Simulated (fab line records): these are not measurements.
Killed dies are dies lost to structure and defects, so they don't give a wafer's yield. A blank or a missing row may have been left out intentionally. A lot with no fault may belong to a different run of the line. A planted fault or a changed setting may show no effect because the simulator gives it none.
Chamber matching -- flow n5Finfet -- rieDiel-05 running N5_BEOL_M8_STRIP_67: 4 sister chambers
The step strips in CF4. 4 wafers are shown with their chamber, then 7 later ones without.

== WAFERS PAIRED WITH THEIR CHAMBERS ==
wafer,chamber,throttleValvePct (%)
L086.2,0,13.80
L085.1,1,13.56
L089.3,2,13.52
L089.4,3,14.07

== WAFERS WHOSE CHAMBER IS MISSING ==
wafer,throttleValvePct (%)
L089.6,13.53
L094.2,14.06
L094.3,13.84
L094.5,13.53
L096.4,13.56
L096.5,13.86
L096.6,13.61

== CHAMBER TAKEN BY EACH ==
wafer,from the rows above,in truth
L089.6,can't be placed: 2 or 1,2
L094.2,3,3
L094.3,0,0
L094.5,can't be placed: 2 or 1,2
L096.4,can't be placed: 1 or 2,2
L096.5,0,0
L096.6,can't be placed: 1 or 2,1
Placed correctly: 3 of 7. Cannot be placed on the basis of these rows: 4; the candidates contain the true chamber in 4. Placed wrongly: 0.
How it was worked out, from the rows above alone: a wafer's distance from a chamber is the root of the sum, over the readings, of the square of ((its reading less the chamber's mean) divided by the reading's scatter). The wafer belongs to the nearest chamber; if the next one is less than 2 further off, it can't be placed. For every chamber, the mean is computed from those of its wafers that are shown. The scatter: root of mean squared gap, hidden wafer to nearest shown wafer, with one shown wafer a chamber.
